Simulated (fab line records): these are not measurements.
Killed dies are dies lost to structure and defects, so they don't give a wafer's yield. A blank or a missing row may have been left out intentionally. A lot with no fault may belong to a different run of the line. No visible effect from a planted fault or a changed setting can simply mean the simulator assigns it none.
Matching of chambers    flow n5Finfet    N5_BEOL_M12_DESCUM_15 on rieDiel-01 has 4 sister chambers
The step chemistry O2, time 7.9 s. 8 wafers are shown with their chamber, then 10 later ones without.

WAFERS PAIRED WITH THEIR CHAMBERS
wafer   chamber  throttleValvePct (%)  showerheadPlenumPTorr (Torr)
L074.4  1        20.30                 2.06
L081.3  1        20.34                 2.06
L083.5  2        20.03                 2.11
L083.6  3        20.17                 2.04
L088.2  3        20.17                 2.04
L088.5  0        20.68                 2.02
L093.2  0        20.71                 2.01
L093.3  2        20.05                 2.10

WAFERS WITH NO CHAMBER GIVEN
wafer   throttleValvePct (%)  showerheadPlenumPTorr (Torr)
L093.5  20.36                 2.05
L091.3  20.70                 2.01
L091.5  20.21                 2.03
L091.6  20.70                 2.01
L094.1  20.71                 2.01
L094.5  20.23                 2.03
L094.6  20.06                 2.10
L096.1  20.22                 2.02
L096.2  20.09                 2.10
L096.5  20.08                 2.10

WHICH CHAMBER EACH ONE RAN IN
wafer   from the rows above  in truth
L093.5  1                    1
L091.3  0                    0
L091.5  3                    3
L091.6  0                    0
L094.1  0                    0
L094.5  3                    3
L094.6  2                    2
L096.1  3                    3
L096.2  2                    2
L096.5  2                    2
Correct placement for 10 of the 10. Number that these rows cannot place: 0. Wrongly placed: 0.
How it was worked out, from the rows above alone: a wafer's distance from a chamber is the root of the sum, over the readings, of the square of ((its reading less the chamber's mean) divided by the reading's scatter). If the next closest chamber is less than 2 further off than the closest, the wafer can't be placed; otherwise it belongs to the closest. Each chamber's mean is taken over the wafers shown for it. The scatter is the square root of a quotient: the sum, over the shown wafers, of each reading's squared deviation from its chamber's mean, divided by wafers minus chambers.
